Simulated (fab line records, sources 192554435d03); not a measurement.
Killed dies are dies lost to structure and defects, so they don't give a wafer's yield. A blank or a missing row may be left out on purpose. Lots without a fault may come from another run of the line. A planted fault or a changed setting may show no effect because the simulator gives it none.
A struck lot beside a sound one | flow n5_finfet | 14 steps out of a route of 1938
Sound: wafers L156.2, L156.4, L156.5. Struck: wafers L140.1, L140.3, L140.4. The cause comes at the end.
At each step with rows: each side's tool, then ch and its chambers, then its first start. Under that, the readings that differ: sound wafers | struck wafers | difference of the means | sigmas: that difference in standard deviations of wafers without a fault.
alike: readings whose means differ by less than 2 such deviations, and words and numbers that are the same on both sides. not compared: withheld readings, readings that some wafer has no value for, bounds like >300 that may hide the same value, and numbers for which the record gives no deviation and whose values overlap.
The two part at a step that has a row with sigmas, a row that says differs or no value, or rows on one side only. Numbers that don't overlap but have no deviation are shown without sigmas and don't part them. A reading that every wafer of one side lacks parts them only if that side has two wafers or more.

N5_MIM_BOT_ETCH_ETCH_00: etches TiN in Cl2/BCl3, target depth 45.5 nm.
  sound on rie_metal-02 ch 0,1, day 16 16:48; struck on rie_metal-03 ch 0,1, day 12 09:05
  alike: chamber_pressure_mTorr, drypump_motor_current_A, oes_product_au, throttle_valve_pct
  not compared: rf_hours_counter_h
N5_MIM_BOT_ETCH_STRIP_01: strips in O2.
  sound on rie_diel-02 ch 0,2,3, day 16 16:59; struck on rie_diel-05 ch 0,2, day 12 09:16
  alike: chamber_pressure_mTorr, drypump_motor_current_A, oes_product_au, rf_vpp_V, showerhead_plenum_p_Torr, throttle_valve_pct
  not compared: rf_hours_counter_h
then, 3 steps without rows for these wafers: N5_MIM_BOT_ETCH_STRIP_02 (strips in post etch residue remover, time 1200 s); N5_MIM_BOT_ETCH_CLEAN_05 (cleans in IPA, time 180 s); N5_MIM_BOT_ETCH_SRD_06 (time 30 s).
N5_PASSIVATION_PECVD_55: deposits SiO2 from SiH4/N2O, target thk 400 nm, time 22.5 s.
  sound on pecvd-04 ch 1,2, day 16 17:53; struck on pecvd-04 ch 0,1, day 12 09:46
  alike: heater_power_w, showerhead_plenum_p_Torr, throttle_valve_pct
  not compared: since_wet_clean_h
N5_PASSIVATION_PECVD_01: deposits SiNx from SiH4/NH3/N2, target thk 200 nm, time 43.2 s.
  sound on pecvd-04 ch 1,2, day 16 17:56; struck on pecvd-04 ch 0,1, day 12 09:48
  alike: heater_power_w, showerhead_plenum_p_Torr, throttle_valve_pct
  not compared: since_wet_clean_h
then, 5 steps without rows for these wafers: N5_PASSIVATION_HMDS_03 (time 60 s); N5_PASSIVATION_COAT_04; N5_PASSIVATION_EBR_06; N5_PASSIVATION_SOFTBAKE_05 (time 90 s); N5_PASSIVATION_EXPOSE_07 (exposes mask TV, defocus 0 nm, target cd 3000 nm).
N5_PASSIVATION_PEB_08:
  sound on litho_track-02 ch 0, day 16 20:05; struck on litho_track-02, day 12 11:06
  reading         | sound          | struck | difference                    | sigmas
  exhaust_pa (Pa) | 45.2 46.3 45.4 | - - -  | no value on the struck wafers |
  not compared: chill_plate_temp_C, resist_line_temp_C
then, 1 step without rows for these wafers: N5_PASSIVATION_DEVELOP_09 (develop time 60 s).

WHERE THEY PART
Only at N5_PASSIVATION_PEB_08, within this record.

WHY: what the simulator had put in
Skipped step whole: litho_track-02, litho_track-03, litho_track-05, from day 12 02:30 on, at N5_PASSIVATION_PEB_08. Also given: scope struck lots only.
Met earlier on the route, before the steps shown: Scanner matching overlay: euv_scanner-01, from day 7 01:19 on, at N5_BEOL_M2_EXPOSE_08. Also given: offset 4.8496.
